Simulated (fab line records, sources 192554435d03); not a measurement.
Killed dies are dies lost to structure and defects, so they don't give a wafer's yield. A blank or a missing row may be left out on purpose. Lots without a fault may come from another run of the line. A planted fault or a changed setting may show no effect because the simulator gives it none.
Problem report in the 8D (eight disciplines) form, filled by code | flow n5_finfet | the parts of the form that need people (team, actions taken, sign-off) are left out

1. THE PROBLEM
trench_depth_nm at N5_BEOL_M5_OCD_MEAS_38 reads a mean of 46.8 nm on 6 wafers of 3 lots; wafers without a fault read 71.3 nm with a standard deviation of 0.98. That is -25 standard deviations from the usual mean.
First seen on wafer L331.3, day 10 15:58, on ocd-01. The record holds 33 wafers of 11 lots with a number at this step. Rule for "out", or "out of limits": more than 4 standard deviations from the usual mean. The other wafers with a number count as sound.

2. WHAT IT IS AND WHAT IT IS NOT
question                    | is                                             | is not
which readings at this step | trench_depth_nm                                | -
which lots                  | L331, L333, L338                               | L326, L328, L329, L332, L342, L343, L345, L347
which wafers of those lots  | L331.3, L331.5, L333.4, L333.5, L338.4, L338.5 | L331.6, L333.6, L338.2
read on which gauges        | ocd-01                                         | ocd-02
when                        | from day 10 15:58                              | up to then (13 sound wafers); but 14 sound wafers of L333, L338, L342, L343, L345, L347 came after

3. SUSPECTS, AND WHAT RULES EACH OUT
Counting: a tool at a process step up to the reading stays a suspect if it ran every lot that is out. Sound lots after the first of them don't rule it out here, since some wafers of a struck lot are sound.
- the gauge at N5_BEOL_M5_OCD_MEAS_38: ruled out. All the wafers that are out were read on ocd-01, but those of them that N5_BEOL_M5_THK_MEAS_53 has rows for are out there too, on other tools.
- rie_diel-04 at N5_BEOL_M5_ETCH_75 (etches underlayer in N2/H2, target depth 6.5 nm, time 5.2 s): kept. It ran every lot that is out, first L331 (day 10 15:34); its last sound lot up to then is L329 (day 10 06:31).
- rie_diel-04 at N5_BEOL_M5_TRENCH_ETCH_37 (etches SiCOH lowk in C4F6/O2, target depth 71.652 nm, time 24.7 s): kept. It ran every lot that is out, first L331 (day 10 15:48); its last sound lot up to then is L329 (day 10 06:44).
- rie_diel-04 at N5_BEOL_M5_ETCH_41 (etches SiCN in CH3F/O2, target depth 31.5 nm, time 56.7 s): kept. It ran every lot that is out, first L331 (day 10 15:58); its last sound lot up to then is L329 (day 10 06:53). N5_BEOL_M5_ETCH_41 gives no start for some lots, so the hours and the order of its lots are those of N5_BEOL_M5_OCD_MEAS_38.
Left after counting: rie_diel-04 at N5_BEOL_M5_ETCH_75, rie_diel-04 at N5_BEOL_M5_TRENCH_ETCH_37, rie_diel-04 at N5_BEOL_M5_ETCH_41.

4. THE CAUSE (what the simulator had put in)
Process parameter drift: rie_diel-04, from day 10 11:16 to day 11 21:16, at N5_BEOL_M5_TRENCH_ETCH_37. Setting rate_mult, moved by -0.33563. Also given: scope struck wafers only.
Counting left 3 suspects, and this tool is among them.

5. THE CHAIN OF EFFECTS, in route order
Each row: a reading whose mean over the struck wafers that have a number lies more than 3 standard deviations from the usual. Only readings for which the record gives a usual standard deviation are gone through. hours: the time from each lot's start at the first step in this table that gives one to its start at this step, as a median over the lots. sigmas: the change in usual standard deviations.
hours | step                    | reading          | usual        | on struck wafers | change | sigmas
0     | N5_BEOL_M5_OCD_MEAS_38  | trench_depth_nm  | 71.3 nm      | 46.8             | -24.5  | -25
7     | N5_BEOL_M5_THK_MEAS_53  | M5_THK           | 61.3 nm      | 36.3             | -25.0  | -17
7     | N5_BEOL_M5_RS_MEAS_57   | M5_RS            | 0.390 ohm/sq | 0.756            | +0.366 | +37
89    | N5_BEOL_M15_RC_MEAS_101 | SERP_M5          | 39.4 ohm/um  | 73.8             | +34.4  | +25
89    | N5_BEOL_M15_RC_MEAS_101 | SERP_M5_max_site | 40.7 ohm/um  | 76.0             | +35.3  | +22

6. WHAT WOULD HAVE CAUGHT IT SOONER
In this record the first reading out of limits at a measuring or inspecting step was taken at day 10 15:58, 5 hours after the fault began at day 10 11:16.
Of the tool readings at N5_BEOL_M5_TRENCH_ETCH_37 for which the record gives a usual standard deviation, none was out on any struck wafer, so an alarm limit of 4 standard deviations on them would not have fired.
Of the lots that are out (3), L333, L338 began N5_BEOL_M5_TRENCH_ETCH_37 on rie_diel-04 after day 10 15:58. A hold on the tool at that time would have spared those 2.
